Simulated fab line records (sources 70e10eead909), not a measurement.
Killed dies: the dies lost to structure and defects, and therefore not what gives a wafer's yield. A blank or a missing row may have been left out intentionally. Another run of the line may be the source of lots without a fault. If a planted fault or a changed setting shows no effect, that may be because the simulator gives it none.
Which of the tools did it? + flow nand-harc + 12 lots, 36 wafers sampled, at 1 step of a route of 1302

== WHAT THE GAUGES SHOWED, per wafer ==
NHARC_P_M2_INSPECT_27.
| lot  | measured     | on                | raw-defect-count |
|------|--------------|-------------------|------------------|
| L075 | day 6 23:31  | defect-inspect-02 | 315 376 209      |
| L077 | day 7 18:13  | defect-inspect-02 | 244 376 338      |
| L079 | day 8 13:38  | defect-inspect-01 | 189 177 259      |
| L081 | day 9 18:14  | defect-inspect-02 | 307 201 240      |
| L083 | day 10 12:05 | defect-inspect-01 | 370 253 214      |
| L084 | day 11 03:39 | defect-inspect-02 | 761 275 261      |
| L088 | day 12 10:47 | defect-inspect-01 | 240 455 402      |
| L089 | day 12 22:53 | defect-inspect-02 | 275 257 237      |
| L091 | day 13 17:08 | defect-inspect-01 | 528 432 238      |
| L093 | day 14 05:01 | defect-inspect-01 | 306 251 437      |
| L095 | day 15 04:47 | defect-inspect-02 | 352 291 553      |
| L097 | day 16 03:11 | defect-inspect-02 | 318 251 181      |

== WHAT TOOL EACH LOT RAN ON (gives the tool, then ch and the chambers of the sampled wafers, and finally the start) ==
Record: no process step prior to these readings.

== THE ANSWER, worked out from the rows above alone ==
Rule: the usual values come from the lots themselves. The widest of any qualifying gaps counts: lots, ordered by their means at a reading, are off when they make up no more than a third of the lots, leave a main group of 4 or more, and stand apart from it by 3 or more times the standard deviation of that group's means. A main group whose means are all the same, to the digits that the tables above print for the reading, isn't used. Also off: a lot with no number at a reading for which 4 or more lots have one. The other lots that the step has rows for count as sound.
No lot is off on any of the readings shown, so nothing can be concluded from this.

== WHAT THE SIMULATOR HAD INSERTED ==
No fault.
